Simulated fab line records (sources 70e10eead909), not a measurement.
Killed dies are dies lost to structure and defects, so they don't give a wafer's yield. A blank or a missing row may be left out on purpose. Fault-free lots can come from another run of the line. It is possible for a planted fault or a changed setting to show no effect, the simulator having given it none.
Matching of chambers	flow nandHarc	NHARC_A_STAIRCASE_ALD_415 on aldHk-03 has 4 sister chambers
The step deposits SiO2, target thk 30 nm, pulse time 6 s, ald cycles 300. 4 wafers are shown with their chamber, then 9 later ones without.

## WAFERS WITH THEIR CHAMBER
wafer	chamber	heaterPowerW (W)
L086.2	2	463
L091.1	0	468
L091.4	3	393
L091.6	1	427

## WAFERS WITHOUT THEIR CHAMBER
wafer	heaterPowerW (W)
L089.2	439
L089.3	463
L089.6	437
L092.2	461
L092.3	439
L092.5	451
L097.2	455
L097.3	461
L097.6	459

## CHAMBER TAKEN BY EACH
wafer	from the rows above	in truth
L089.2	can't be placed: 1 or 2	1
L089.3	can't be placed: 2 or 0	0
L089.6	can't be placed: 1 or 2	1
L092.2	can't be placed: 2 or 0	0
L092.3	can't be placed: 1 or 2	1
L092.5	can't be placed: 2 or 0 or 1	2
L097.2	can't be placed: 2 or 0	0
L097.3	can't be placed: 2 or 0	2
L097.6	can't be placed: 2 or 0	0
Correct placement for 0 of the 9. From these rows, 9 cannot be placed; in 9 the true chamber is one of the candidates. Number placed wrongly: 0.
How it was worked out, from the rows above alone: a wafer's distance from a chamber is the root of the sum, over the readings, of the square of ((its reading less the chamber's mean) divided by the reading's scatter). If the next closest chamber is less than 2 further off than the closest, the wafer can't be placed; otherwise it belongs to the closest. The mean given for a chamber averages the wafers shown for that chamber. The scatter (one wafer shown for each chamber): square how far every hidden wafer sits from the nearest shown wafer, average those squares and take the square root.
